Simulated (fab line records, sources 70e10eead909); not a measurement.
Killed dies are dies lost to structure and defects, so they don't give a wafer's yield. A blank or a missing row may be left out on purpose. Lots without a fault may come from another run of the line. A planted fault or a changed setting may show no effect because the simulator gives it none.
Chamber matching | flow nand_harc | NHARC_A_WL_FILL_CMP_12 on cmp-04: 3 sister chambers
The step polishes, t overpolish 30 s, target thk 75 nm. 14 wafers are shown with their chamber, then 5 later ones without.

WAFERS WITH THEIR CHAMBER
wafer  | chamber | motor_current_A (A) | time_to_endpoint_s (s) | overpolish_run_s (s)
L075.2 | 1       | 12.5                | 10.7                   | 30.001
L075.3 | 0       | 11.4                | 15.4                   | 30.004
L075.4 | 2       | 11.7                | 16.5                   | 30.009
L076.1 | 2       | 11.4                | 12.0                   | 29.994
L076.3 | 0       | 11.5                | 15.9                   | 30.003
L076.6 | 2       | 11.4                | 15.6                   | 29.995
L078.1 | 1       | 12.6                | 8.9                    | 30.002
L078.3 | 0       | 10.8                | 14.1                   | 29.996
L078.5 | 1       | 12.5                | 10.3                   | 29.981
L085.2 | 0       | 11.1                | 14.2                   | 29.995
L085.3 | 1       | 12.8                | 8.5                    | 30.004
L085.6 | 2       | 12.0                | 12.6                   | 30.016
L087.4 | 2       | 11.5                | 14.7                   | 30.003
L087.5 | 1       | 11.9                | 10.9                   | 30.008

SIGNATURES (means of the wafers above)
reading            | chamber 0 | chamber 1 | chamber 2 | scatter within a chamber
motor_current_A    | 11.200    | 12.460    | 11.600    | 0.303
time_to_endpoint_s | 14.900    | 9.860     | 14.280    | 1.41
overpolish_run_s   | 29.99950  | 29.99920  | 30.00340  | 0.00883
Rule: a wafer's distance from a chamber is the root of the sum, over the readings, of the square of ((its reading less the chamber's mean) divided by the reading's scatter). The wafer belongs to the nearest chamber; if the next one is less than 2 further off, it can't be placed. The scatter: the root of (the sum of the squares of (reading less its chamber's mean) over the shown wafers, divided by (wafers less chambers)).

WAFERS WITHOUT THEIR CHAMBER
wafer  | motor_current_A (A) | time_to_endpoint_s (s) | overpolish_run_s (s)
L087.6 | 11.0                | 11.6                   | 30.008
L092.3 | 11.5                | 13.4                   | 30.002
L092.6 | 10.7                | 14.3                   | 30.015
L094.4 | 11.4                | 13.3                   | 30.013
L094.6 | 10.7                | 13.4                   | 30.004

WHICH CHAMBER EACH WENT THROUGH
wafer  | from the rows above     | in truth
L087.6 | can't be placed: 0 or 2 | 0
L092.3 | can't be placed: 2 or 0 | 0
L092.6 | can't be placed: 0 or 2 | 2
L094.4 | can't be placed: 2 or 0 | 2
L094.6 | can't be placed: 0 or 2 | 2
Placed correctly: 0 of 5. Can't be placed from these rows: 5 (the true chamber is among the candidates in 5). Placed wrongly: 0.
